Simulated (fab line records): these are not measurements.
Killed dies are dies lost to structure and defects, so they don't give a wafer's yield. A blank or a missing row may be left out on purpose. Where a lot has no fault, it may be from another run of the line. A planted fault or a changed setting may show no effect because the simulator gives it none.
fab line records + flow nand-harc + part 2 of 2: steps 5 to 6 of 6
[record]
- lots = 21
- wafers = 63
- last-day = 34
route steps=1302 shown P_M2@338 P_BONDPAD@368
lots that met no fault: from a run of the same line without faults
start-h: hours from the record's first day to the start of the lot's first wafer shown + wait-h: time in hours since the lot's previous step + " same as the row above + L1.1+2: several wafers, shown together as one row + - no value present, or no start provided + * or withheld: withheld + < > ~ a bound
route shown NAME@n: NAME is a module with steps in the file, n the number in the route of the first one + usual: average and standard deviation across the fault-free wafers + same: alike in all rows + chamber/n: place in a boat + sites: readings site by site + _std_site: the standard deviation of these + _edge_site: outer sites' mean less inner sites' + radius-mm: for every site, how far away it sits from the centre of the wafer + mask NAME#n: copy n + behind: tool/chamber where the wafer was last shaped + hold: why the lot went on hold/how many hours it stayed there/how the hold came to an end + device: the transistor (n, p or np) that didn't switch + end of line: the tests these same wafers got at the end of their route + step lacking rows: just its recipe + killed: dies lost to structure and defects at the first sort, not the wafer's yield + map: a wafer's dies, x killed, . not, _ none there
set.NAME: the run value of the setting; set.NAME@STEP: its run value at that earlier step + model.NAME: the simulator's own value behind a step, which no gauge read
a sample of lots followed through the steps of the route, with each step as a table and each wafer as a row
services: the hour from which a tool's chamber was out of use, counted from the record's first day as start-h (under 0 if before that day), plus the number of hours and why
[[steps]]
[step NHARC_P_BONDPAD_ETCH_24]
[recipe]
- target-depth-a = 300
- over-etch-frac = 0.3
- time-s = 72.99
- ion-energy-ev = 150
- cf4-flow-sccm = 50
- n2-flow-sccm = 100
- ar-flow-sccm = 150
- rf-w = 300
- bias-w = 100
- chemistry = CF4/N2
[usual]
- bias-w = 100.0/0.33
- cf4-flow-sccm = 49.99/0.17
- drypump-motor-current-A = 5.5/0.35
- oes-product-au = 1.003/0.012
- rf-vpp-V = 314.3/2.2
- showerhead-plenum-p-Torr = 2.63/0.12
- throttle-valve-pct = 19.793/0.0093
[same]
- time-s = 72.99
| lot.wafer | tool        | chamber | start-h | wait-h | bias-w | cf4-flow-sccm | drypump-motor-current-A | oes-product-au | rf-hours-counter-h | rf-vpp-V | showerhead-plenum-p-Torr | throttle-valve-pct |
|-----------|-------------|---------|---------|--------|--------|---------------|-------------------------|----------------|--------------------|----------|--------------------------|--------------------|
| L074.3    | rie-diel-07 | 0       | -       | -      | 100.1  | 49.84         | 5.9                     | 1.002          | 0.2                | 316.0    | 2.78                     | 19.798             |
| L074.1    | "           | 2       | "       | "      | 99.6   | 49.89         | 5.6                     | 0.996          | 0.2                | 311.8    | 2.45                     | 19.797             |
| L074.6    | "           | 3       | "       | "      | 99.8   | 49.75         | 5.3                     | 1.000          | -                  | 312.6    | 2.53                     | 19.794             |
| L075.2    | rie-diel-13 | 2       | -       | -      | 99.3   | 50.09         | 5.9                     | 0.992          | 4.1                | 311.5    | 2.48                     | 19.767             |
| L075.1    | "           | 3       | "       | "      | 100.1  | 49.94         | 6.1                     | 1.008          | 4.3                | 316.5    | 2.68                     | 19.798             |
| L075.5    | "           | 2       | "       | "      | 100.2  | 50.36         | 5.9                     | 0.997          | -                  | 312.2    | 2.48                     | 19.800             |
| L076.3    | rie-diel-07 | 2       | 151.39  | 0.2    | 99.9   | 49.96         | 5.6                     | 0.998          | 0.6                | 310.7    | 2.45                     | 19.782             |
| L076.1    | "           | 3       | "       | "      | 100.2  | 49.91         | 5.3                     | 0.984          | 0.5                | 311.7    | 2.53                     | 19.790             |
| L076.5    | "           | 3       | "       | "      | 100.1  | 49.71         | 5.3                     | 0.986          | -                  | 313.2    | 2.53                     | 19.793             |
| L077.3    | rie-diel-07 | 2       | -       | -      | 99.7   | 50.15         | 5.6                     | 1.010          | 0.8                | 311.4    | 2.45                     | 19.805             |
| L077.2    | "           | 1       | "       | "      | 100.4  | 49.93         | 5.5                     | 1.013          | 0.6                | 313.5    | 2.62                     | 19.797             |
| L077.5    | "           | 2       | "       | "      | 99.7   | 50.27         | 5.6                     | 1.007          | -                  | 312.0    | 2.45                     | 19.786             |
| L079.3    | rie-diel-07 | 0       | -       | -      | 99.6   | 50.09         | 5.9                     | 1.005          | 1.5                | 316.5    | 2.78                     | 19.794             |
| L079.6    | "           | 3       | "       | "      | 100.1  | 50.02         | 5.3                     | 0.990          | -                  | 310.9    | 2.53                     | 19.792             |
| L079.5    | "           | 0       | "       | "      | 99.4   | 50.07         | 5.9                     | 1.008          | -                  | 316.5    | 2.78                     | 19.802             |
| L081.1    | rie-diel-07 | 1       | -       | -      | 100.1  | 49.94         | 5.5                     | 1.013          | 4.4                | 314.5    | 2.62                     | 19.810             |
| L081.2    | "           | 2       | "       | "      | 99.5   | 50.06         | 5.7                     | 1.001          | 5.1                | 311.0    | 2.45                     | 19.815             |
| L081.5    | "           | 0       | "       | "      | 99.9   | 50.19         | 5.9                     | 1.000          | -                  | 316.9    | 2.78                     | 19.781             |
| L083.2    | rie-diel-07 | 3       | -       | -      | 100.4  | 50.03         | 5.3                     | 0.992          | 6.4                | 312.0    | 2.53                     | 19.782             |
| L083.4    | "           | 0       | "       | "      | 99.4   | 50.05         | 5.9                     | 1.015          | 4.5                | 318.0    | 2.78                     | 19.799             |
| L083.1    | "           | 1       | "       | "      | 100.4  | 49.97         | 5.5                     | 1.016          | 5.3                | 315.7    | 2.62                     | 19.816             |
| L084.2    | rie-diel-06 | 0       | -       | -      | 100.2  | 50.21         | 5.2                     | 1.028          | 6.0                | 318.0    | 2.76                     | 19.795             |
| L084.6    | "           | 3       | "       | "      | 99.8   | 49.88         | 5.8                     | 1.007          | -                  | 315.3    | 2.72                     | 19.818             |
| L084.5    | "           | 0       | "       | "      | 100.0  | 50.21         | 5.2                     | 1.014          | -                  | 316.5    | 2.76                     | 19.797             |
| L085.4    | rie-diel-06 | 2       | -       | -      | 99.9   | 50.02         | 5.6                     | 1.011          | 7.2                | 316.6    | 2.70                     | 19.791             |
| L085.3    | "           | 3       | "       | "      | 100.2  | 50.00         | 5.8                     | 0.986          | 7.5                | 316.7    | 2.72                     | 19.791             |
| L085.5    | "           | 3       | "       | "      | 99.7   | 50.17         | 5.8                     | 0.991          | -                  | 316.6    | 2.72                     | 19.799             |
| L086.3    | rie-diel-07 | 1       | -       | -      | 99.9   | 50.19         | 5.5                     | 1.001          | 7.5                | 313.4    | 2.61                     | 19.804             |
| L086.5    | "           | 2       | "       | "      | 99.8   | 50.07         | 5.6                     | 0.993          | -                  | 311.2    | 2.45                     | 19.794             |
| L086.6    | "           | 3       | "       | "      | 100.1  | 50.16         | 5.3                     | 0.982          | -                  | 312.7    | 2.53                     | 19.796             |
| L087.1    | rie-diel-13 | 0       | -       | -      | 100.0  | 49.65         | 4.9                     | 1.009          | 2.4                | 314.4    | 2.64                     | 19.797             |
| L087.3    | "           | 1       | "       | "      | 100.2  | 49.72         | 4.9                     | 1.009          | 2.2                | 316.9    | 2.78                     | 19.794             |
| L087.6    | "           | 2       | "       | "      | 100.2  | 50.03         | 5.9                     | 1.003          | -                  | 312.9    | 2.47                     | 19.797             |
| L088.4    | rie-diel-06 | 3       | -       | -      | 100.2  | 50.34         | 5.8                     | 0.993          | 10.2               | 315.6    | 2.72                     | 19.781             |
| L088.5    | "           | 1       | "       | "      | 100.4  | 50.24         | 5.7                     | 1.016          | -                  | 315.3    | 2.65                     | 19.807             |
| L088.6    | "           | 2       | "       | "      | 100.3  | 49.85         | 5.6                     | 1.008          | -                  | 316.3    | 2.70                     | 19.807             |
| L090.3    | rie-diel-13 | 2       | -       | -      | 100.4  | 50.02         | 5.9                     | 1.006          | 2.8                | 310.7    | 2.47                     | 19.794             |
| L090.6    | "           | 0       | "       | "      | 100.0  | 50.20         | 4.9                     | 1.006          | -                  | 314.6    | 2.64                     | 19.792             |
| L090.5    | "           | 1       | "       | "      | 99.2   | 49.77         | 4.9                     | 1.002          | -                  | 317.0    | 2.78                     | 19.776             |
| L089.4    | rie-diel-13 | 1       | -       | -      | 100.7  | 50.01         | 4.9                     | 1.012          | 2.9                | 317.1    | 2.78                     | 19.795             |
| L089.2    | "           | 2       | "       | "      | 100.2  | 50.06         | 5.9                     | 0.999          | 2.8                | 312.7    | 2.47                     | 19.788             |
| L089.5    | "           | 1       | "       | "      | 100.2  | 50.10         | 5.0                     | 1.016          | -                  | 316.3    | 2.78                     | 19.790             |
| L091.2    | rie-diel-06 | 1       | -       | -      | 99.9   | 49.92         | 5.6                     | 1.005          | 9.2                | 315.2    | 2.65                     | 19.787             |
| L091.1    | "           | 3       | "       | "      | 100.7  | 49.77         | 5.8                     | 0.980          | 11.1               | 318.0    | 2.72                     | 19.791             |
| L091.5    | "           | 0       | "       | "      | 99.8   | 49.94         | 5.2                     | 1.032          | -                  | 316.9    | 2.76                     | 19.795             |
| L092.4    | rie-diel-07 | 1       | -       | -      | 99.5   | 50.06         | 5.5                     | 1.021          | 0.9                | 314.6    | 2.61                     | 19.789             |
| L092.3    | "           | 3       | "       | "      | 100.1  | 49.84         | 5.3                     | 1.008          | 0.5                | 314.4    | 2.53                     | 19.781             |
| L092.1    | "           | 0       | "       | "      | 100.4  | 50.13         | 5.9                     | 1.017          | 0.6                | 317.4    | 2.77                     | 19.806             |
| L093.1    | rie-diel-13 | 1       | -       | -      | 100.1  | 49.93         | 4.9                     | 1.001          | 4.2                | 316.8    | 2.78                     | 19.793             |
| L093.2    | "           | 2       | "       | "      | 99.7   | 49.97         | 5.9                     | 0.990          | 4.1                | 310.5    | 2.47                     | 19.790             |
| L093.6    | "           | 3       | "       | "      | 100.3  | 49.75         | 6.1                     | 0.987          | -                  | 315.3    | 2.68                     | 19.795             |
| L094.2    | rie-diel-13 | 1       | -       | -      | 99.9   | 49.70         | 4.9                     | 1.008          | 4.3                | 318.0    | 2.78                     | 19.784             |
| L094.4    | "           | 2       | "       | "      | 99.9   | 50.16         | 5.9                     | 0.989          | 4.2                | 312.1    | 2.47                     | 19.783             |
| L094.3    | "           | 3       | "       | "      | 99.5   | 49.75         | 6.1                     | 1.007          | 4.6                | 315.7    | 2.68                     | 19.806             |
| L096.1    | rie-diel-07 | 0       | -       | -      | 99.5   | 49.94         | 5.9                     | 1.001          | 4.4                | 317.5    | 2.77                     | 19.773             |
| L096.4    | "           | 1       | "       | "      | 99.5   | 49.83         | 5.5                     | 1.015          | 4.5                | 313.1    | 2.61                     | 19.796             |
| L096.6    | "           | 3       | "       | "      | 99.5   | 50.02         | 5.3                     | 0.990          | -                  | 311.5    | 2.53                     | 19.798             |
| L095.1    | rie-diel-07 | 0       | -       | -      | 99.6   | 49.92         | 5.9                     | 1.014          | 4.4                | 316.0    | 2.77                     | 19.785             |
| L095.2    | "           | 1       | "       | "      | 99.9   | 50.27         | 5.5                     | 1.026          | 4.6                | 314.6    | 2.61                     | 19.790             |
| L095.5    | "           | 0       | "       | "      | 99.8   | 50.01         | 5.9                     | 1.009          | -                  | 317.8    | 2.77                     | 19.796             |
| L097.3    | rie-diel-07 | 2       | -       | -      | 99.7   | 50.05         | 5.6                     | 1.006          | 5.1                | 309.7    | 2.45                     | 19.788             |
| L097.1    | "           | 0       | "       | "      | 99.8   | 50.09         | 5.9                     | 1.004          | 4.9                | 315.7    | 2.77                     | 19.788             |
| L097.5    | "           | 2       | "       | "      | 99.9   | 49.68         | 5.6                     | 1.003          | -                  | 310.0    | 2.45                     | 19.779             |
[step NHARC_P_BONDPAD_PVD_27]
[recipe]
- target-thk-a = 300
- chamber-pressure-pa = 5
- power-w = 5000
- substrate-temp-c = 30
- time-s = 20.49
- material = Cu
[usual]
- throttle-valve-pct = 30.4/0.93
[same]
- time-s = 20.49
| lot.wafer | tool           | chamber | start-h | wait-h | throttle-valve-pct |
|-----------|----------------|---------|---------|--------|--------------------|
| L074.3    | pvd-sputter-03 | -       | -       | -      | 29.5               |
| L074.1    | "              | -       | "       | "      | 29.6               |
| L074.6    | "              | -       | "       | "      | 29.7               |
| L075.1    | pvd-sputter-01 | -       | -       | -      | 31.0               |
| L075.2    | "              | -       | "       | "      | 31.8               |
| L075.5    | "              | -       | "       | "      | 30.9               |
| L076.1    | pvd-sputter-03 | -       | -       | -      | 29.3               |
| L076.3    | "              | -       | "       | "      | 29.4               |
| L076.5    | "              | -       | "       | "      | 29.1               |
| L077.3    | pvd-sputter-01 | -       | -       | -      | 30.5               |
| L077.2    | "              | -       | "       | "      | 31.0               |
| L077.5    | "              | -       | "       | "      | 31.8               |
| L079.3    | pvd-sputter-01 | -       | -       | -      | 29.6               |
| L079.6    | "              | -       | "       | "      | 30.8               |
| L079.5    | "              | -       | "       | "      | 29.9               |
| L081.1    | pvd-sputter-01 | -       | -       | -      | 31.6               |
| L081.2    | "              | -       | "       | "      | 29.6               |
| L081.5    | "              | -       | "       | "      | 31.7               |
| L083.2    | pvd-sputter-03 | -       | -       | -      | 29.7               |
| L083.1    | "              | -       | "       | "      | 29.9               |
| L083.4    | "              | -       | "       | "      | 29.8               |
| L084.2    | pvd-sputter-03 | -       | -       | -      | 29.6               |
| L084.5    | "              | -       | "       | "      | 29.8               |
| L084.6    | "              | -       | "       | "      | 30.7               |
| L085.4    | pvd-sputter-03 | -       | -       | -      | 30.5               |
| L085.3    | "              | -       | "       | "      | 30.0               |
| L085.5    | "              | -       | "       | "      | 29.7               |
| L086.3    | pvd-sputter-03 | -       | -       | -      | 29.7               |
| L086.6    | "              | -       | "       | "      | 29.9               |
| L086.5    | "              | -       | "       | "      | 29.7               |
| L087.3    | pvd-sputter-01 | -       | -       | -      | 32.9               |
| L087.1    | "              | -       | "       | "      | 30.9               |
| L087.6    | "              | -       | "       | "      | 32.9               |
| L088.4    | pvd-sputter-01 | -       | -       | -      | 30.2               |
| L088.6    | "              | -       | "       | "      | 30.6               |
| L088.5    | "              | -       | "       | "      | 30.4               |
| L090.3    | pvd-sputter-03 | -       | -       | -      | 29.8               |
| L090.6    | "              | -       | "       | "      | 30.8               |
| L090.5    | "              | -       | "       | "      | 29.3               |
| L089.2    | pvd-sputter-01 | -       | -       | -      | 30.1               |
| L089.4    | "              | -       | "       | "      | 30.4               |
| L089.5    | "              | -       | "       | "      | 30.7               |
| L091.1    | pvd-sputter-02 | -       | -       | -      | 27.8               |
| L091.2    | "              | -       | "       | "      | 30.0               |
| L091.5    | "              | -       | "       | "      | 30.5               |
| L092.3    | pvd-sputter-01 | -       | -       | -      | 30.6               |
| L092.1    | "              | -       | "       | "      | 32.6               |
| L092.4    | "              | -       | "       | "      | 30.3               |
| L093.1    | pvd-sputter-03 | -       | -       | -      | 29.8               |
| L093.2    | "              | -       | "       | "      | 30.0               |
| L093.6    | "              | -       | "       | "      | 29.9               |
| L094.3    | pvd-sputter-02 | -       | -       | -      | 30.7               |
| L094.4    | "              | -       | "       | "      | 27.9               |
| L094.2    | "              | -       | "       | "      | 31.0               |
| L096.4    | pvd-sputter-02 | -       | -       | -      | 30.8               |
| L096.1    | "              | -       | "       | "      | 29.9               |
| L096.6    | "              | -       | "       | "      | 30.8               |
| L095.2    | pvd-sputter-03 | -       | -       | -      | 30.1               |
| L095.1    | "              | -       | "       | "      | 30.2               |
| L095.5    | "              | -       | "       | "      | 30.0               |
| L097.3    | pvd-sputter-01 | -       | -       | -      | 30.6               |
| L097.1    | "              | -       | "       | "      | 30.1               |
| L097.5    | "              | -       | "       | "      | 30.7               |
[[services]]
| tool           | chamber | start-h | hours | kind   |
|----------------|---------|---------|-------|--------|
| pvd-sputter-01 | -       | 113.05  | 27.2  | repair |
| rie-diel-07    | -       | 117.20  | 9.0   | pm     |
| rie-diel-06    | -       | 130.20  | 9.0   | pm     |
| rie-diel-07    | 1       | 147.18  | 7.6   | repair |
| pvd-sputter-03 | -       | 161.20  | 8.2   | repair |
| rie-diel-13    | -       | 165.00  | 9.0   | pm     |
| pvd-sputter-03 | -       | 170.00  | 10.0  | pm     |
| rie-diel-07    | 0       | 171.99  | 1.6   | repair |
| pvd-sputter-03 | -       | 200.36  | 1.7   | repair |
| rie-diel-06    | 0       | 207.25  | 4.2   | repair |
| pvd-sputter-01 | -       | 210.43  | 8.1   | repair |
| pvd-sputter-01 | -       | 226.00  | 10.0  | pm     |
| rie-diel-07    | 0       | 235.24  | 6.1   | repair |
| rie-diel-07    | 3       | 255.63  | 10.9  | repair |
| pvd-sputter-01 | -       | 257.03  | 2.3   | repair |
| rie-diel-06    | 0       | 259.36  | 6.0   | repair |
| rie-diel-07    | -       | 294.26  | 9.0   | pm     |
| rie-diel-06    | -       | 307.33  | 9.0   | pm     |
| pvd-sputter-03 | -       | 313.93  | 1.0   | repair |
| rie-diel-06    | 1       | 317.35  | 10.1  | repair |
| rie-diel-13    | -       | 342.00  | 9.0   | pm     |
| rie-diel-07    | 3       | 344.76  | 8.5   | repair |
| pvd-sputter-03 | -       | 348.00  | 10.0  | pm     |
| pvd-sputter-01 | -       | 356.11  | 4.9   | repair |
